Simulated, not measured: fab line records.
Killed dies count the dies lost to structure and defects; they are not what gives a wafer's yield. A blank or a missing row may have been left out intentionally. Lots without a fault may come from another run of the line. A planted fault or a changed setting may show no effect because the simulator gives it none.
Chamber matching    flow n5Finfet    rieDiel-03 running N5_BEOL_M3_DESCUM_33: 4 sister chambers
The step chemistry O2, time 7 s. 8 wafers are shown with their chamber, then 7 later ones without.

WAFERS, EACH WITH ITS CHAMBER
wafer   chamber  showerheadPlenumPTorr (Torr)  drypumpMotorCurrentA (A)
L075.1  3        2.11                          5.1
L079.3  2        2.06                          4.8
L079.4  3        2.11                          5.1
L082.2  1        2.15                          5.2
L082.3  0        2.16                          5.3
L082.6  1        2.16                          5.1
L087.3  2        2.05                          4.8
L087.5  0        2.16                          5.4

WAFERS WHOSE CHAMBER IS MISSING
wafer   showerheadPlenumPTorr (Torr)  drypumpMotorCurrentA (A)
L087.6  2.15                          5.2
L089.1  2.10                          5.1
L089.4  2.15                          5.2
L089.6  2.16                          5.3
L093.1  2.16                          5.3
L093.4  2.10                          5.1
L093.6  2.16                          5.3

WHICH CHAMBER EACH WENT THROUGH
wafer   from the rows above  in truth
L087.6  1                    1
L089.1  3                    3
L089.4  1                    1
L089.6  0                    0
L093.1  0                    0
L093.4  3                    3
L093.6  0                    0
Correct placement for 7 of the 7. Can't be placed from these rows: 0. Wrongly placed: 0.
How it was worked out, from the rows above alone: a wafer's distance from a chamber is the root of the sum, over the readings, of the square of ((its reading less the chamber's mean) divided by the reading's scatter). If the next closest chamber is less than 2 further off than the closest, the wafer can't be placed; otherwise it belongs to the closest. A chamber's mean is the mean of its shown wafers. The scatter: take each reading less its chamber's mean, square it, sum over the shown wafers, divide by the number of wafers less the number of chambers, and take the root.
